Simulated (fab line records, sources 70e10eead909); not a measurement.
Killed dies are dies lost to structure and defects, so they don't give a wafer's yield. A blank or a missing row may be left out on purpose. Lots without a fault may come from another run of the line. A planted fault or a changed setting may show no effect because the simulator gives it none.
Chamber matching | flow nand_harc | NHARC_A_STAIRCASE_DESCUM_291 on rie_diel-09: 4 sister chambers
The step chemistry O2, time 3 s. 16 wafers are shown with their chamber, then 8 later ones without.

WAFERS WITH THEIR CHAMBER
wafer  | chamber | showerhead_plenum_p_Torr (Torr) | drypump_motor_current_A (A) | rf_vpp_V (V)
L074.1 | 1       | 1.99                            | 5.9                         | 57.6
L074.2 | 3       | 2.07                            | 5.5                         | 58.7
L074.3 | 0       | 1.77                            | 5.9                         | 58.4
L078.1 | 0       | 1.76                            | 5.8                         | 57.4
L078.2 | 3       | 2.07                            | 5.5                         | 58.9
L078.3 | 2       | 1.79                            | 6.0                         | 56.4
L080.1 | 3       | 2.06                            | 5.6                         | 59.7
L080.2 | 0       | 1.76                            | 5.8                         | 57.4
L080.6 | 3       | 2.06                            | 5.6                         | 57.6
L080.3 | 1       | 1.99                            | 5.9                         | 58.2
L080.4 | 2       | 1.79                            | 6.0                         | 58.2
L080.5 | 0       | 1.76                            | 5.8                         | 58.0
L082.1 | 0       | 1.76                            | 5.8                         | 57.9
L082.2 | 3       | 2.06                            | 5.5                         | 58.0
L082.3 | 1       | 1.99                            | 5.9                         | 57.9
L090.1 | 2       | 1.78                            | 6.0                         | 57.9

SIGNATURES (means of the wafers above)
reading                  | chamber 0 | chamber 1 | chamber 2 | chamber 3 | scatter within a chamber
showerhead_plenum_p_Torr | 1.7620    | 1.9900    | 1.7867    | 2.0640    | 0.00471
drypump_motor_current_A  | 5.820     | 5.900     | 6.000     | 5.540     | 0.0408
rf_vpp_V                 | 57.820    | 57.900    | 57.500    | 58.580    | 0.673
Rule: a wafer's distance from a chamber is the root of the sum, over the readings, of the square of ((its reading less the chamber's mean) divided by the reading's scatter). The wafer belongs to the nearest chamber; if the next one is less than 2 further off, it can't be placed. The scatter: the root of (the sum of the squares of (reading less its chamber's mean) over the shown wafers, divided by (wafers less chambers)).

WAFERS WITHOUT THEIR CHAMBER
wafer  | showerhead_plenum_p_Torr (Torr) | drypump_motor_current_A (A) | rf_vpp_V (V)
L090.3 | 2.05                            | 5.5                         | 58.8
L090.6 | 2.05                            | 5.6                         | 57.0
L091.2 | 1.78                            | 6.0                         | 56.6
L091.3 | 2.07                            | 5.8                         | 58.4
L091.4 | 2.05                            | 5.6                         | 58.3
L093.1 | 2.05                            | 5.5                         | 58.3
L093.3 | 1.98                            | 5.9                         | 57.3
L093.4 | 2.05                            | 5.6                         | 58.6

WHICH CHAMBER EACH WENT THROUGH
wafer  | from the rows above | in truth
L090.3 | 3                   | 3
L090.6 | 3                   | 3
L091.2 | 2                   | 2
L091.3 | 3                   | 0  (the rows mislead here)
L091.4 | 3                   | 3
L093.1 | 3                   | 3
L093.3 | 1                   | 1
L093.4 | 3                   | 3
Placed correctly: 7 of 8. Can't be placed from these rows: 0. Placed wrongly: 1.
